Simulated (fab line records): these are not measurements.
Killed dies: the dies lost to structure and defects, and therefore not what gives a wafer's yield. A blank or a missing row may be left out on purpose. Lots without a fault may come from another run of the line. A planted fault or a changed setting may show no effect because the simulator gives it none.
Which of the tools did it? :: flow nandHarc :: Sampling: 6 lots, 18 wafers, 3 of 1302 route steps

== WHAT THE GAUGES READ, wafer by wafer ==
NHARC_P_ZERO_WELL_CD_MEAS_52: the cd target is 2000 nm.
lot: L810
measured: day 2 21:44
on: cdSem-03
cdNm (nm): 2001.1 2001.1 2001.0

lot: L812
measured: day 3 17:52
on: cdSem-01
cdNm (nm): 2000.5 1999.7 1997.9

lot: L816
measured: day 5 09:43
on: cdSem-03
cdNm (nm): 1454.1 1453.8 1454.0

lot: L821
measured: day 7 11:46
on: cdSem-03
cdNm (nm): 1998.4 1999.0 1999.8

lot: L829
measured: day 10 20:11
on: cdSem-03
cdNm (nm): 1998.1 1998.6 1999.7

lot: L831
measured: day 11 15:46
on: cdSem-02
cdNm (nm): 2001.1 2001.9 2002.0

== WHICH TOOL RAN EACH LOT (tool, then ch and the chambers of the sampled wafers, then the start) ==
lot: L810
NHARC_P_ZERO_WELL_ETCH_63: rieSi-02 ch 0,2,3, day 2 17:39
NHARC_P_ZERO_WELL_EXPOSE_49: krfScanner-01 ch 0, day 2 21:35

lot: L812
NHARC_P_ZERO_WELL_ETCH_63: rieSi-06 ch 0,1, day 3 13:39
NHARC_P_ZERO_WELL_EXPOSE_49: krfScanner-02 ch 0, day 3 17:42

lot: L816
NHARC_P_ZERO_WELL_ETCH_63: rieSi-06 ch 0,2,3, day 5 05:37
NHARC_P_ZERO_WELL_EXPOSE_49: krfScanner-01 ch 0, day 5 09:34

lot: L821
NHARC_P_ZERO_WELL_ETCH_63: rieSi-05 ch 1,2, day 7 07:34
NHARC_P_ZERO_WELL_EXPOSE_49: krfScanner-01 ch 0, day 7 11:37

lot: L829
NHARC_P_ZERO_WELL_ETCH_63: rieSi-06 ch 0,1, day 10 15:36
NHARC_P_ZERO_WELL_EXPOSE_49: krfScanner-02 ch 0, day 10 20:01

lot: L831
NHARC_P_ZERO_WELL_ETCH_63: rieSi-02 ch 0,2, day 11 11:32
NHARC_P_ZERO_WELL_EXPOSE_49: krfScanner-04 ch 0, day 11 15:37
- NHARC_P_ZERO_WELL_ETCH_63: etches the open film in HBr/Cl2, target depth 120 nm, time 40.1 s.
- NHARC_P_ZERO_WELL_EXPOSE_49: exposes mask P HVPW, target cd 2000 nm.

== THE ANSWER, worked out from the rows above alone ==
Rule: what is usual is taken from the lots themselves. The widest of any qualifying gaps counts: lots, ordered by their means at a reading, are off when they make up no more than a third of the lots, leave a main group of 4 or more, and stand apart from it by 3 or more times the standard deviation of that group's means. The tables above print the reading to a certain number of digits; a main group whose means all agree to those digits is not used. A lot without any number at a reading at which 4 lots or more have one is off too. All remaining lots with rows at the step are treated as sound.
Off, at NHARC_P_ZERO_WELL_CD_MEAS_52 on cdNm: L816. The main group has a mean of 2000.0 nm with a standard deviation of 1.2.
A tool fits if, at a process step before that reading, it ran every lot that is off, and no sound lot after the first of them. Gauges at NHARC_P_ZERO_WELL_CD_MEAS_52: tried the same way as those tools. Of those tried, none fits.

== WHAT THE SIMULATOR HAD INSERTED ==
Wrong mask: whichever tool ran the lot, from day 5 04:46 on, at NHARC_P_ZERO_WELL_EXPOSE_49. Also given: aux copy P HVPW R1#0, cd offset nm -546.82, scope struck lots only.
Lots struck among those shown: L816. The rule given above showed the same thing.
